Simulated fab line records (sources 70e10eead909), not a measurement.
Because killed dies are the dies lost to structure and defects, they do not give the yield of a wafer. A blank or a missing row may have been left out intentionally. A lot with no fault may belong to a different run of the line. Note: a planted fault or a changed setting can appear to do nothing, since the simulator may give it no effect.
Chamber matching ; flow nand-harc ; NHARC_A_CHANNEL_FILL_D1_CMP_10 on cmp-04 has 4 sister chambers
The step polishes, target thk 150 nm. 4 wafers are shown with their chamber, then 9 later ones without.

## WAFERS WITH THEIR CHAMBER
wafer;chamber;motor-current-A (A)
L076.6;1;14.3
L081.4;3;11.5
L083.4;0;11.2
L083.5;2;12.8

## WAFERS WITH NO CHAMBER GIVEN
wafer;motor-current-A (A)
L090.1;14.6
L090.4;11.9
L090.6;14.3
L097.1;11.3
L097.4;14.4
L097.6;10.9
L096.1;10.6
L096.2;11.1
L096.4;13.6

## THE CHAMBER EACH PASSED THROUGH
wafer;from the rows above;in truth
L090.1;1;1
L090.4;can't be placed: 3 or 0 or 2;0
L090.6;1;1
L097.1;can't be placed: 0 or 3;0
L097.4;1;1
L097.6;can't be placed: 0 or 3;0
L096.1;can't be placed: 0 or 3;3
L096.2;can't be placed: 0 or 3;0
L096.4;can't be placed: 1 or 2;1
Correct placement for 3 of the 9. Can't be placed from these rows: 6 (the true chamber is among the candidates in 6). Wrongly placed: 0.
How it was worked out, from the rows above alone: a wafer's distance from a chamber is the root of the sum, over the readings, of the square of ((its reading less the chamber's mean) divided by the reading's scatter). The wafer belongs to the nearest chamber; if the next one is less than 2 further off, it can't be placed. For every chamber, the mean is computed from those of its wafers that are shown. The scatter: with one shown wafer a chamber, the root of the mean of the squares of how far each hidden wafer lies from its nearest shown one.
